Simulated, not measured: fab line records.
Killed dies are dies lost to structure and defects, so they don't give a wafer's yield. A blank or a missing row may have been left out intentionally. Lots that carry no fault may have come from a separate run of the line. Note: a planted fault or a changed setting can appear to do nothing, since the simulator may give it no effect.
Matching of chambers + flow nand_harc + 4 sister chambers for NHARC_A_CONTACT_ETCH_51 on rie_diel-01
The step etches the open film in O2/COS, target depth 7000 nm, time 1820 s. 16 wafers are shown with their chamber, then 8 later ones without.

WAFERS WITH THEIR CHAMBER
| wafer  | chamber | drypump_motor_current_A (A) | showerhead_plenum_p_Torr (Torr) | rf_vpp_V (V) |
|--------|---------|-----------------------------|---------------------------------|--------------|
| L844.1 | 2       | 5.9                         | 3.02                            | 313.7        |
| L844.2 | 1       | 5.4                         | 3.36                            | 318.6        |
| L844.4 | 3       | 5.2                         | 2.91                            | 310.3        |
| L846.2 | 0       | 6.3                         | 3.21                            | 316.2        |
| L846.3 | 1       | 5.4                         | 3.36                            | 318.4        |
| L846.4 | 2       | 5.9                         | 3.02                            | 311.4        |
| L858.3 | 0       | 6.3                         | 3.21                            | 317.0        |
| L858.4 | 2       | 5.9                         | 3.01                            | 312.6        |
| L858.6 | 3       | 5.2                         | 2.90                            | 310.6        |
| L860.1 | 1       | 5.4                         | 3.35                            | 318.5        |
| L860.2 | 0       | 6.3                         | 3.20                            | 315.1        |
| L860.3 | 3       | 5.1                         | 2.90                            | 310.6        |
| L863.2 | 2       | 5.9                         | 3.01                            | 312.1        |
| L863.3 | 0       | 6.3                         | 3.20                            | 316.3        |
| L863.5 | 1       | 5.4                         | 3.35                            | 318.0        |
| L865.3 | 0       | 6.3                         | 3.20                            | 315.9        |

SIGNATURES (averages over the wafers above)
| reading                  | chamber 0 | chamber 1 | chamber 2 | chamber 3 | scatter within a chamber |
|--------------------------|-----------|-----------|-----------|-----------|--------------------------|
| drypump_motor_current_A  | 6.300     | 5.400     | 5.900     | 5.167     | 0.0236                   |
| showerhead_plenum_p_Torr | 3.2040    | 3.3550    | 3.0150    | 2.9033    | 0.00568                  |
| rf_vpp_V                 | 316.100   | 318.375   | 312.450   | 310.500   | 0.644                    |
Rule: a wafer lies at a distance from a chamber equal to the root of the sum of squares, over the readings, of (its reading less the chamber's mean, divided by the reading's scatter). The wafer belongs to the nearest chamber; if the next one is less than 2 further off, it can't be placed. The scatter is the square root of a quotient: the sum, over the shown wafers, of each reading's squared deviation from its chamber's mean, divided by wafers minus chambers.

WAFERS WITH NO CHAMBER GIVEN
| wafer  | drypump_motor_current_A (A) | showerhead_plenum_p_Torr (Torr) | rf_vpp_V (V) |
|--------|-----------------------------|---------------------------------|--------------|
| L865.5 | 5.9                         | 3.00                            | 312.6        |
| L865.6 | 5.5                         | 3.35                            | 318.3        |
| L864.1 | 6.3                         | 3.20                            | 314.6        |
| L864.3 | 5.2                         | 2.89                            | 311.7        |
| L864.4 | 5.4                         | 3.35                            | 317.0        |
| L866.1 | 5.9                         | 3.00                            | 312.1        |
| L866.3 | 5.2                         | 2.89                            | 310.5        |
| L866.5 | 5.1                         | 2.89                            | 309.1        |

WHICH CHAMBER EACH WENT THROUGH
| wafer  | from the rows above | in truth |
|--------|---------------------|----------|
| L865.5 | 2                   | 2        |
| L865.6 | 1                   | 1        |
| L864.1 | 0                   | 0        |
| L864.3 | 3                   | 3        |
| L864.4 | 1                   | 1        |
| L866.1 | 2                   | 2        |
| L866.3 | 3                   | 3        |
| L866.5 | 3                   | 3        |
Correct placement for 8 of the 8. Number that these rows cannot place: 0. Placed wrongly: 0.
